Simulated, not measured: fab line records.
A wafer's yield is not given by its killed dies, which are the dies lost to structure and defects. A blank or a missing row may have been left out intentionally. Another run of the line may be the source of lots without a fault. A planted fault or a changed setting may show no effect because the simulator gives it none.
Chamber matching / flow n5_finfet / N5_HKMG_FIN_DESCUM_17 on rie_diel-02 has 4 sister chambers
The step chemistry O2, time 7.9 s. 18 wafers are shown with their chamber, then 9 later ones without.

## EACH WAFER AND ITS CHAMBER
wafer=L075.3; chamber=3; drypump_motor_current_A (A)=5.3; showerhead_plenum_p_Torr (Torr)=2.14; oes_product_au (a.u.)=0.87
wafer=L075.4; chamber=2; drypump_motor_current_A (A)=5.6; showerhead_plenum_p_Torr (Torr)=2.23; oes_product_au (a.u.)=0.97
wafer=L075.6; chamber=1; drypump_motor_current_A (A)=6.0; showerhead_plenum_p_Torr (Torr)=2.00; oes_product_au (a.u.)=0.75
wafer=L076.3; chamber=2; drypump_motor_current_A (A)=5.6; showerhead_plenum_p_Torr (Torr)=2.23; oes_product_au (a.u.)=0.98
wafer=L076.4; chamber=3; drypump_motor_current_A (A)=5.3; showerhead_plenum_p_Torr (Torr)=2.14; oes_product_au (a.u.)=0.86
wafer=L076.6; chamber=3; drypump_motor_current_A (A)=5.3; showerhead_plenum_p_Torr (Torr)=2.14; oes_product_au (a.u.)=0.87
wafer=L078.2; chamber=1; drypump_motor_current_A (A)=5.9; showerhead_plenum_p_Torr (Torr)=2.00; oes_product_au (a.u.)=0.75
wafer=L078.4; chamber=0; drypump_motor_current_A (A)=6.8; showerhead_plenum_p_Torr (Torr)=1.99; oes_product_au (a.u.)=0.70
wafer=L078.5; chamber=1; drypump_motor_current_A (A)=5.9; showerhead_plenum_p_Torr (Torr)=2.00; oes_product_au (a.u.)=0.74
wafer=L079.2; chamber=2; drypump_motor_current_A (A)=5.6; showerhead_plenum_p_Torr (Torr)=2.23; oes_product_au (a.u.)=0.96
wafer=L079.3; chamber=0; drypump_motor_current_A (A)=6.8; showerhead_plenum_p_Torr (Torr)=1.99; oes_product_au (a.u.)=0.70
wafer=L079.5; chamber=2; drypump_motor_current_A (A)=5.6; showerhead_plenum_p_Torr (Torr)=2.23; oes_product_au (a.u.)=0.96
wafer=L083.1; chamber=0; drypump_motor_current_A (A)=6.8; showerhead_plenum_p_Torr (Torr)=1.98; oes_product_au (a.u.)=0.69
wafer=L083.4; chamber=3; drypump_motor_current_A (A)=5.3; showerhead_plenum_p_Torr (Torr)=2.13; oes_product_au (a.u.)=0.85
wafer=L083.5; chamber=2; drypump_motor_current_A (A)=5.6; showerhead_plenum_p_Torr (Torr)=2.22; oes_product_au (a.u.)=0.94
wafer=L084.2; chamber=1; drypump_motor_current_A (A)=5.9; showerhead_plenum_p_Torr (Torr)=1.99; oes_product_au (a.u.)=0.73
wafer=L084.4; chamber=3; drypump_motor_current_A (A)=5.3; showerhead_plenum_p_Torr (Torr)=2.13; oes_product_au (a.u.)=0.84
wafer=L084.6; chamber=1; drypump_motor_current_A (A)=5.9; showerhead_plenum_p_Torr (Torr)=1.99; oes_product_au (a.u.)=0.73

SIGNATURES (means of the wafers above)
reading=drypump_motor_current_A; chamber 0=6.800; chamber 1=5.920; chamber 2=5.600; chamber 3=5.300; scatter within a chamber=0.0239
reading=showerhead_plenum_p_Torr; chamber 0=1.9867; chamber 1=1.9960; chamber 2=2.2280; chamber 3=2.1360; scatter within a chamber=0.00526
reading=oes_product_au; chamber 0=0.6967; chamber 1=0.7400; chamber 2=0.9620; chamber 3=0.8580; scatter within a chamber=0.012
Rule: a wafer lies at a distance from a chamber equal to the root of the sum of squares, over the readings, of (its reading less the chamber's mean, divided by the reading's scatter). If the next closest chamber is less than 2 further off than the closest, the wafer can't be placed; otherwise it belongs to the closest. The scatter: take each reading less its chamber's mean, square it, sum over the shown wafers, divide by the number of wafers less the number of chambers, and take the root.

## WAFERS WITH NO CHAMBER GIVEN
wafer=L090.3; drypump_motor_current_A (A)=6.8; showerhead_plenum_p_Torr (Torr)=1.98; oes_product_au (a.u.)=0.68
wafer=L090.4; drypump_motor_current_A (A)=5.3; showerhead_plenum_p_Torr (Torr)=2.13; oes_product_au (a.u.)=0.82
wafer=L090.5; drypump_motor_current_A (A)=5.3; showerhead_plenum_p_Torr (Torr)=2.13; oes_product_au (a.u.)=0.82
wafer=L093.1; drypump_motor_current_A (A)=6.8; showerhead_plenum_p_Torr (Torr)=1.98; oes_product_au (a.u.)=0.67
wafer=L093.4; drypump_motor_current_A (A)=5.9; showerhead_plenum_p_Torr (Torr)=1.99; oes_product_au (a.u.)=0.71
wafer=L093.5; drypump_motor_current_A (A)=5.6; showerhead_plenum_p_Torr (Torr)=2.22; oes_product_au (a.u.)=0.90
wafer=L097.4; drypump_motor_current_A (A)=5.6; showerhead_plenum_p_Torr (Torr)=2.21; oes_product_au (a.u.)=0.89
wafer=L097.5; drypump_motor_current_A (A)=5.3; showerhead_plenum_p_Torr (Torr)=2.12; oes_product_au (a.u.)=0.81
wafer=L097.6; drypump_motor_current_A (A)=5.9; showerhead_plenum_p_Torr (Torr)=1.98; oes_product_au (a.u.)=0.71

## CHAMBER TAKEN BY EACH
wafer=L090.3; from the rows above=0; in truth=0
wafer=L090.4; from the rows above=3; in truth=3
wafer=L090.5; from the rows above=3; in truth=3
wafer=L093.1; from the rows above=0; in truth=0
wafer=L093.4; from the rows above=1; in truth=1
wafer=L093.5; from the rows above=2; in truth=2
wafer=L097.4; from the rows above=2; in truth=2
wafer=L097.5; from the rows above=3; in truth=3
wafer=L097.6; from the rows above=1; in truth=1
Correct placement for 9 of the 9. From these rows, 0 cannot be placed. Number placed wrongly: 0.
